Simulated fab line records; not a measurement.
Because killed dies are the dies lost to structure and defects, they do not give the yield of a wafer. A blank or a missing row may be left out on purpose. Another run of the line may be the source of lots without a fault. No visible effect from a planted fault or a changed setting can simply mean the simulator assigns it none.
Which tool is to blame?    flow nandHarc    Sampling: 11 lots, 33 wafers, 6 of 1302 route steps

WHAT EACH GAUGE READ, for each wafer
NHARC_A_CHANNEL_HOLE_D1_INSPECT_40.
lot   measured      on                rawDefectCount
L954  day 8 18:40   defectInspect-01  134 96 97
L955  day 9 00:50   defectInspect-01  83 108 70
L956  day 9 16:37   defectInspect-02  84 90 87
L957  day 10 00:18  defectInspect-02  31 39 48
L958  day 10 04:01  defectInspect-01  91 113 106
L962  day 11 22:34  defectInspect-01  91 100 103
L971  day 15 11:13  defectInspect-02  1232 1319 1271
L970  day 15 12:17  defectInspect-01  1223 1196 1214
L973  day 16 23:46  defectInspect-02  72 107 73
L975  day 17 18:47  defectInspect-01  40 79 74
L976  day 17 20:54  defectInspect-02  33 44 28

NHARC_END_SORT_01.
lot   measured      on         killedAtArray  killedAtOther  killedAtPeriphery  killedDies  killedOpen  killedShort
L971  day 31 07:50  prober-02  96 99 88       1 0 0          1 4 2              98 103 90   2 2 3       2 2 6
L970  day 30 17:49  prober-02  96 102 91      1 0 1          5 7 7              102 109 99  6 5 5       4 3 5

TOOL THAT RAN EACH LOT (tool first, then ch and the chambers of the sampled wafers, then the start)
lot   NHARC_A_CHANNEL_HOLE_D1_ETCH_39               NHARC_A_CHANNEL_HOLE_D1_ETCH_26            NHARC_A_CHANNEL_HOLE_D1_STRIP_42   NHARC_A_CHANNEL_HOLE_D1_STRIP_27
L954  rieDiel-05 ch 0,2, day 8 16:44 or earlier     harEtch-02 ch 0,1, day 8 16:44             rieDiel-08 ch 0,1, day 8 17:33     rieDiel-08 ch 0,1,2, day 8 18:40 or earlier
L955  rieDiel-08 ch 0,3, day 8 22:54 or earlier     harEtch-02 ch 0,1, day 8 22:54             rieDiel-04 ch 1,2, day 8 23:44     rieDiel-04 ch 0,1,2, day 9 00:50 or earlier
L956  rieDiel-08 ch 0,2,3, day 9 15:31 or earlier   harEtch-02 ch 0,1, day 9 15:31 or earlier  rieDiel-05 ch 0,2,3, day 9 15:31   rieDiel-05 ch 0,2,3, day 9 16:37 or earlier
L957  rieDiel-08 ch 0,3, day 9 22:22 or earlier     harEtch-01 ch 0,1, day 9 22:22             rieDiel-08 ch 0,1,3, day 9 23:13   rieDiel-08 ch 2,3, day 10 00:18 or earlier
L958  rieDiel-08 ch 0,1,2, day 10 02:07 or earlier  harEtch-02 ch 0,1, day 10 02:07            rieDiel-08 ch 0,1,3, day 10 02:54  rieDiel-08 ch 0,1, day 10 04:01 or earlier
L962  rieDiel-08 ch 1,3, day 11 20:42 or earlier    harEtch-02 ch 0,1, day 11 20:42            rieDiel-08 ch 0,2,3, day 11 21:28  rieDiel-08 ch 2,3, day 11 22:34 or earlier
L971  rieDiel-08 ch 1,2, day 15 09:07 or earlier    harEtch-02 ch 0,1, day 15 09:07            rieDiel-08 ch 0,2, day 15 09:58    rieDiel-08 ch 1,2, day 15 11:13 or earlier
L970  rieDiel-05 ch 1,3, day 15 09:17 or earlier    harEtch-01 ch 0,1, day 15 09:17            rieDiel-08 ch 0,1, day 15 10:06    rieDiel-08 ch 0,1,2, day 15 12:17 or earlier
L973  rieDiel-04 ch 1,2, day 16 21:53 or earlier    harEtch-02 ch 0,1, day 16 21:53            rieDiel-05 ch 0,2,3, day 16 22:39  rieDiel-05 ch 0,1,2, day 16 23:46 or earlier
L975  rieDiel-08 ch 0,2,3, day 17 16:52 or earlier  harEtch-01 ch 0,1, day 17 16:52            rieDiel-05 ch 1,2,3, day 17 17:40  rieDiel-05 ch 1,2, day 17 18:47 or earlier
L976  rieDiel-05 ch 2,3, day 17 18:59 or earlier    harEtch-02 ch 0,1, day 17 18:59            rieDiel-04 ch 0,1, day 17 19:47    rieDiel-04 ch 0,1,3, day 17 20:54 or earlier
- NHARC_A_CHANNEL_HOLE_D1_ETCH_39: etches the open film in N2/H2, target depth 260 nm, time 325 s.
- NHARC_A_CHANNEL_HOLE_D1_ETCH_26: etches the open film in C4F8/O2/Ar, time 224.1 s, target depth 300 nm.
- NHARC_A_CHANNEL_HOLE_D1_STRIP_42: strips in CF4/CHF3.
- NHARC_A_CHANNEL_HOLE_D1_STRIP_27: strips in O2.

WHAT THE TOOLS THEMSELVES READ (means of the sampled wafers that have a number; where no wafer has one, the mark that the record gives instead)
NHARC_A_CHANNEL_HOLE_D1_ETCH_39.
lot   tool        drypumpMotorCurrentA (A)  oesProductAu (a.u.)  rfVppV (V)  showerheadPlenumPTorr (Torr)  throttleValvePct (%)
L954  rieDiel-05  6.4                       0.980                430.9       2.04                          14.172
L955  rieDiel-08  5.8                       1.007                429.0       2.01                          14.174
L956  rieDiel-08  5.8                       0.987                431.0       2.04                          14.168
L957  rieDiel-08  5.8                       0.987                429.2       2.00                          14.166
L958  rieDiel-08  5.8                       0.999                428.0       1.96                          14.166
L962  rieDiel-08  6.3                       0.995                432.6       2.11                          14.173
L971  rieDiel-08  6.0                       0.985                428.8       1.98                          14.179
L970  rieDiel-05  5.5                       1.007                427.5       1.94                          14.174
L973  rieDiel-04  5.6                       1.002                430.0       2.01                          14.178
L975  rieDiel-08  5.8                       0.990                430.0       2.04                          14.173
L976  rieDiel-05  6.1                       0.991                430.6       2.03                          14.163

NHARC_A_CHANNEL_HOLE_D1_ETCH_26.
lot   tool        drypumpMotorCurrentA (A)  heBacksideLeakSccm (sccm)  showerheadPlenumPTorr (Torr)  throttleValvePct (%)
L954  harEtch-02  4.9                       5.9                        3.75                          24.583
L955  harEtch-02  4.9                       6.2                        3.74                          24.592
L956  harEtch-02  4.9                       6.0                        3.74                          24.582
L957  harEtch-01  5.9                       5.6                        3.75                          24.584
L958  harEtch-02  4.9                       6.1                        3.73                          24.587
L962  harEtch-02  5.0                       6.5                        3.75                          24.584
L971  harEtch-02  4.9                       6.7                        3.70                          24.577
L970  harEtch-01  5.8                       5.6                        3.72                          24.587
L973  harEtch-02  4.9                       6.6                        3.68                          24.580
L975  harEtch-01  6.0                       6.1                        3.69                          24.580
L976  harEtch-02  5.0                       5.3                        3.83                          24.576

NHARC_A_CHANNEL_HOLE_D1_STRIP_27.
lot   tool        drypumpMotorCurrentA (A)  oesProductAu (a.u.)  rfVppV (V)  showerheadPlenumPTorr (Torr)  throttleValvePct (%)
L954  rieDiel-08  5.8                       1.008                58.0        3.41                          17.042
L955  rieDiel-04  6.0                       0.996                58.4        3.57                          17.037
L956  rieDiel-05  6.2                       0.997                57.3        3.45                          17.035
L957  rieDiel-08  5.8                       0.993                57.4        3.59                          17.031
L958  rieDiel-08  5.7                       1.001                56.9        3.35                          17.040
L962  rieDiel-08  6.1                       0.985                58.7        3.68                          17.037
L971  rieDiel-08  5.8                       0.992                57.8        3.47                          17.037
L970  rieDiel-08  5.8                       0.986                57.4        3.40                          17.040
L973  rieDiel-05  6.1                       0.996                57.6        3.43                          17.028
L975  rieDiel-05  5.6                       0.994                57.0        3.45                          17.034
L976  rieDiel-04  6.0                       1.005                57.7        3.48                          17.050

THE ANSWER, worked out from the rows above alone
Rule: the usual values come from the lots themselves. Put in order of their means at a reading, lots are off if they are a third of the lots or fewer, leave a main group of 4 or more, and stand apart from it by a gap of 3 or more times the standard deviation of the main group's means; of several such gaps the widest counts. Not used: any main group whose means are identical at the precision the tables above print for the reading. Also off: a lot with no number at a reading for which 4 or more lots have one. The other lots that the step has rows for count as sound. The gauges are gone through in route order, then the tools' own readings, and for those a lot's mean is taken as printed above. At the first step where some lot is off, the reading lying furthest off is the one used; lots without a number count as furthest.
Off: L971, L970, at NHARC_A_CHANNEL_HOLE_D1_INSPECT_40 (rawDefectCount). The main group: mean 79, standard deviation 25.
If a tool, at a process step before that reading, ran all the lots that are off and no sound lot after the first of them, it fits. Gauges at NHARC_A_CHANNEL_HOLE_D1_INSPECT_40: tried the same way as those tools. Because NHARC_A_CHANNEL_HOLE_D1_ETCH_39 lacks a start for some lots, the hours and order of its lots are taken from NHARC_A_CHANNEL_HOLE_D1_STRIP_42. Because NHARC_A_CHANNEL_HOLE_D1_ETCH_26 lacks a start for some lots, the hours and order of its lots are taken from NHARC_A_CHANNEL_HOLE_D1_STRIP_42. Because NHARC_A_CHANNEL_HOLE_D1_STRIP_27 lacks a start for some lots, the hours and order of its lots are taken from NHARC_A_CHANNEL_HOLE_D1_INSPECT_40. One fits: NHARC_A_CHANNEL_HOLE_D1_STRIP_42 and NHARC_A_CHANNEL_HOLE_D1_STRIP_27 on rieDiel-08. At NHARC_A_CHANNEL_HOLE_D1_STRIP_42 its last sound lot is L962 (day 11 21:28), its first lot that is off L971 (day 15 09:58): a fault that began between those two fits.

WHAT THE SIMULATOR HAD INSERTED
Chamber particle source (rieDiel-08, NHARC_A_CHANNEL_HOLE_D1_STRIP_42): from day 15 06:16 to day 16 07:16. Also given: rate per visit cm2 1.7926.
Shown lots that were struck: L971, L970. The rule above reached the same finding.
